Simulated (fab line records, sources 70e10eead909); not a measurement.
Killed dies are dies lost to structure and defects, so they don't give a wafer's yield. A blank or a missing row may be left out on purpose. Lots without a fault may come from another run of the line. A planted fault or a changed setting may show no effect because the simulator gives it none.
Which tool did it? | flow nand_harc | 12 lots, 36 wafers sampled, at 5 steps of a route of 1302

WHAT THE GAUGES READ, wafer by wafer
NHARC_END_SORT_01.
lot  | measured     | on        | defect_limited_yield (%) | killed_at_array | killed_at_other | killed_at_periphery | killed_dies | killed_open | killed_short
L740 | day 29 00:48 | prober-02 | 93.9 93.6 93.8           | 35 33 35        | 0 3 2           | 6 7 5               | 41 43 42    | 1 3 7       | 2 1 6

WHICH TOOL RAN EACH LOT (tool, then ch and the chambers of the sampled wafers, then the start)
lot  | NHARC_P_M1_ETCH_35                 | NHARC_P_M1_ETCH_28                            | NHARC_P_M1_DEGAS_29          | NHARC_P_M1_CMP_23
L730 | rie_diel-03 ch 1,2,3, day 6 17:23  | rie_diel-07 ch 1,3, day 6 19:16 or earlier    | pvd_sputter-02, day 6 19:16  | cmp-04 ch 0,2,3, day 6 20:20
L731 | rie_diel-03 ch 1,3, day 6 23:06    | rie_diel-07 ch 1,2, day 7 00:06 or earlier    | pvd_sputter-02, day 7 00:06  | cmp-02 ch 1,2, day 7 01:11
L732 | rie_diel-07 ch 1,2, day 7 16:10    | rie_diel-06 ch 0,1,2, day 7 17:07 or earlier  | pvd_sputter-02, day 7 17:07  | cmp-02 ch 0,3, day 7 18:12
L733 | rie_diel-07 ch 2,3, day 8 00:05    | rie_diel-06 ch 1,3, day 8 01:08 or earlier    | pvd_sputter-01, day 8 01:08  | cmp-02 ch 0,3, day 8 02:13
L734 | rie_diel-07 ch 1,3, day 8 05:05    | rie_diel-03 ch 0,2,3, day 8 06:03 or earlier  | pvd_sputter-01, day 8 06:03  | cmp-02 ch 1,2, day 8 07:08
L735 | rie_diel-06 ch 0,1,2, day 8 21:02  | rie_diel-03 ch 0,1,2, day 8 21:59 or earlier  | pvd_sputter-03, day 8 21:59  | cmp-02 ch 1,2, day 8 23:06
L736 | rie_diel-06 ch 1,2,3, day 8 22:20  | rie_diel-07 ch 1,2,3, day 8 23:17 or earlier  | pvd_sputter-02, day 8 23:17  | cmp-04 ch 1,2, day 9 00:21
L738 | rie_diel-06 ch 1,2, day 9 22:39    | rie_diel-03 ch 0,2,3, day 9 23:35 or earlier  | pvd_sputter-02, day 9 23:35  | cmp-04 ch 1,3, day 10 00:41
L739 | rie_diel-07 ch 2,3, day 10 12:16   | rie_diel-07 ch 1,2,3, day 10 13:11 or earlier | pvd_sputter-03, day 10 13:11 | cmp-04 ch 0,1,3, day 10 14:38
L740 | rie_diel-06 ch 0,3, day 10 15:07   | rie_diel-07 ch 2,3, day 10 16:04 or earlier   | pvd_sputter-02, day 10 16:04 | cmp-03 ch 2,3, day 10 17:26
L749 | rie_diel-06 ch 1,2,3, day 14 13:50 | rie_diel-06 ch 1,2,3, day 14 14:52 or earlier | pvd_sputter-02, day 14 14:52 | cmp-04 ch 0,1, day 14 15:58
L750 | rie_diel-06 ch 1,2,3, day 14 23:59 | rie_diel-07 ch 2,3, day 15 00:56 or earlier   | pvd_sputter-03, day 15 00:56 | cmp-03 ch 0,2,3, day 15 02:44
- NHARC_P_M1_ETCH_35: etches the open film in N2/H2, target depth 40 nm, overetch 12 nm, time 43.94 s.
- NHARC_P_M1_ETCH_28: etches the open film in CF4/N2, target depth 30 nm, time 72.99 s.
- NHARC_P_M1_DEGAS_29: time 60 s.
- NHARC_P_M1_CMP_23: polishes, t overpolish 20 s, target thk 157.82 nm.

WHAT THE TOOLS THEMSELVES READ (means of the sampled wafers that have a number; where no wafer has one, the mark that the record gives instead)
NHARC_P_M1_ETCH_35.
lot  | tool        | drypump_motor_current_A (A) | oes_product_au (a.u.) | rf_vpp_V (V) | showerhead_plenum_p_Torr (Torr) | throttle_valve_pct (%)
L730 | rie_diel-03 | 5.4                         | 0.995                 | 429.9        | 2.04                            | 14.177
L731 | rie_diel-03 | 5.5                         | 1.006                 | 430.6        | 2.04                            | 14.172
L732 | rie_diel-07 | 6.4                         | 0.992                 | 429.5        | 2.02                            | 14.178
L733 | rie_diel-07 | 5.6                         | 0.993                 | 429.4        | 1.99                            | 14.175
L734 | rie_diel-07 | 6.0                         | 1.011                 | 431.0        | 2.05                            | 14.163
L735 | rie_diel-06 | 5.6                         | 1.001                 | 431.4        | 2.07                            | 14.168
L736 | rie_diel-06 | 5.5                         | 1.011                 | 430.7        | 2.07                            | 14.172
L738 | rie_diel-06 | 5.2                         | 1.011                 | 429.4        | 1.98                            | 14.176
L739 | rie_diel-07 | 6.0                         | 1.003                 | 429.2        | 1.99                            | 14.164
L740 | rie_diel-06 | 5.9                         | 0.995                 | 434.1        | 2.20                            | 14.177
L749 | rie_diel-06 | 5.5                         | 0.932                 | 431.7        | 2.07                            | 14.172
L750 | rie_diel-06 | 5.5                         | 0.874                 | 431.0        | 2.07                            | 14.174

NHARC_P_M1_ETCH_28.
lot  | tool        | drypump_motor_current_A (A) | oes_product_au (a.u.) | rf_vpp_V (V) | showerhead_plenum_p_Torr (Torr) | throttle_valve_pct (%)
L730 | rie_diel-07 | 6.0                         | 1.004                 | 314.4        | 2.64                            | 19.797
L731 | rie_diel-07 | 6.4                         | 0.998                 | 313.4        | 2.64                            | 19.784
L732 | rie_diel-06 | 5.6                         | 0.999                 | 315.1        | 2.66                            | 19.803
L733 | rie_diel-06 | 5.2                         | 1.002                 | 314.2        | 2.61                            | 19.802
L734 | rie_diel-03 | 5.7                         | 0.996                 | 314.7        | 2.64                            | 19.793
L735 | rie_diel-03 | 5.3                         | 0.992                 | 313.4        | 2.56                            | 19.790
L736 | rie_diel-07 | 6.0                         | 1.002                 | 312.6        | 2.60                            | 19.789
L738 | rie_diel-03 | 5.7                         | 0.985                 | 313.8        | 2.64                            | 19.797
L739 | rie_diel-07 | 6.0                         | 0.997                 | 313.9        | 2.60                            | 19.797
L740 | rie_diel-07 | 6.0                         | 0.999                 | 312.6        | 2.57                            | 19.796
L749 | rie_diel-06 | 5.5                         | 0.987                 | 314.4        | 2.66                            | 19.795
L750 | rie_diel-07 | 6.0                         | 0.995                 | 313.1        | 2.56                            | 19.797

NHARC_P_M1_DEGAS_29.
lot  | tool           | heater_power_w (W)
L730 | pvd_sputter-02 | 333
L731 | pvd_sputter-02 | 314
L732 | pvd_sputter-02 | 313
L733 | pvd_sputter-01 | 412
L734 | pvd_sputter-01 | 373
L735 | pvd_sputter-03 | 327
L736 | pvd_sputter-02 | 316
L738 | pvd_sputter-02 | 329
L739 | pvd_sputter-03 | 299
L740 | pvd_sputter-02 | 316
L749 | pvd_sputter-02 | 321
L750 | pvd_sputter-03 | 318

NHARC_P_M1_CMP_23.
lot  | tool   | motor_current_A (A) | time_to_endpoint_s (s)
L730 | cmp-04 | 12.8                | 28.6
L731 | cmp-02 | 12.5                | 26.1
L732 | cmp-02 | 12.3                | 31.7
L733 | cmp-02 | 11.6                | 30.5
L734 | cmp-02 | 12.6                | 25.1
L735 | cmp-02 | 12.4                | 27.2
L736 | cmp-04 | 11.6                | 28.3
L738 | cmp-04 | 13.3                | 29.1
L739 | cmp-04 | 12.5                | 28.7
L740 | cmp-03 | 12.2                | 26.3
L749 | cmp-04 | 11.9                | 31.2
L750 | cmp-03 | 13.0                | 28.0

THE ANSWER, worked out from the rows above alone
Rule: what is usual is taken from the lots themselves. Put in order of their means at a reading, lots are off if they are a third of the lots or fewer, leave a main group of 4 or more, and stand apart from it by a gap of 3 or more times the standard deviation of the main group's means; of several such gaps the widest counts. A main group whose means are all the same, to the digits that the tables above print for the reading, isn't used. A lot without any number at a reading at which 4 lots or more have one is off too. The other lots that the step has rows for count as sound. The gauges are gone through in route order, then the tools' own readings, and for those a lot's mean is taken as printed above. The first step at which some lot is off is used, and at that step the reading that is off furthest; a lot without a number counts as furthest.
Off: L749, L750, at NHARC_P_M1_ETCH_35 (oes_product_au). The main group: mean 1.002 a.u., standard deviation 0.0073.
A tool fits if, at that step or a process step before it, it ran every lot that is off, and no sound lot after the first of them. One fits: rie_diel-06 at NHARC_P_M1_ETCH_35. Its last sound lot is L740 (day 10 15:07), its first lot that is off L749 (day 14 13:50): a fault that began between those two fits.
The tool's own readings at NHARC_P_M1_ETCH_35 bear it out: on the lots that are off they differ by more than 5 times the standard deviation of the sound lots' means. oes_product_au reads 0.903 a.u. there against 1.002 a.u. on the sound lots.

WHAT THE SIMULATOR HAD PUT IN
Process parameter drift: rie_diel-06, from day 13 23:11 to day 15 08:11, at NHARC_P_M1_ETCH_35. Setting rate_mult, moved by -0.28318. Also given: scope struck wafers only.
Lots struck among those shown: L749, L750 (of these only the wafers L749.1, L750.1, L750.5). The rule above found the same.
